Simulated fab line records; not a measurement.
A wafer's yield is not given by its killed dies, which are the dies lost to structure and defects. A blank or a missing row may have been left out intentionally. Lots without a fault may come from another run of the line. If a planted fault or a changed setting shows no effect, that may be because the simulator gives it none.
Matching of chambers :: flow nand-harc :: NHARC_A_STAIRCASE_CMP_472 on cmp-02 has 4 sister chambers
The step polishes SiO2. 8 wafers are shown with their chamber, then 10 later ones without.

WAFERS, EACH WITH ITS CHAMBER
wafer: L076.1
chamber: 3
motor-current-A (A): 13.8

wafer: L076.6
chamber: 3
motor-current-A (A): 13.5

wafer: L078.4
chamber: 0
motor-current-A (A): 11.4

wafer: L086.1
chamber: 2
motor-current-A (A): 9.5

wafer: L086.5
chamber: 1
motor-current-A (A): 12.0

wafer: L086.6
chamber: 2
motor-current-A (A): 9.4

wafer: L085.1
chamber: 1
motor-current-A (A): 12.9

wafer: L085.4
chamber: 0
motor-current-A (A): 11.0

WAFERS WHOSE CHAMBER IS MISSING
wafer: L085.6
motor-current-A (A): 11.8

wafer: L088.2
motor-current-A (A): 13.6

wafer: L088.3
motor-current-A (A): 11.4

wafer: L088.6
motor-current-A (A): 11.9

wafer: L089.1
motor-current-A (A): 9.8

wafer: L089.5
motor-current-A (A): 14.0

wafer: L089.6
motor-current-A (A): 11.4

wafer: L090.4
motor-current-A (A): 12.2

wafer: L090.5
motor-current-A (A): 9.9

wafer: L090.6
motor-current-A (A): 13.7

WHICH CHAMBER EACH WENT THROUGH
wafer: L085.6
from the rows above: can't be placed: 0 or 1
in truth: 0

wafer: L088.2
from the rows above: 3
in truth: 3

wafer: L088.3
from the rows above: 0
in truth: 0

wafer: L088.6
from the rows above: can't be placed: 1 or 0
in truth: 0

wafer: L089.1
from the rows above: 2
in truth: 2

wafer: L089.5
from the rows above: 3
in truth: 3

wafer: L089.6
from the rows above: 0
in truth: 0

wafer: L090.4
from the rows above: 1
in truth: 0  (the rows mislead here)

wafer: L090.5
from the rows above: 2
in truth: 2

wafer: L090.6
from the rows above: 3
in truth: 3
7 of 10 placed correctly. Not placeable from these rows: 2 (in 2, the candidates include the true chamber). Placed wrongly: 1.
How it was worked out, from the rows above alone: a wafer's distance from a chamber is the root of the sum, over the readings, of the square of ((its reading less the chamber's mean) divided by the reading's scatter). If the next closest chamber is less than 2 further off than the closest, the wafer can't be placed; otherwise it belongs to the closest. For every chamber, the mean is computed from those of its wafers that are shown. How the scatter is found: for the shown wafers, subtract from each reading the mean of its chamber, square and add these, divide the total by (wafers less chambers), then take the root.
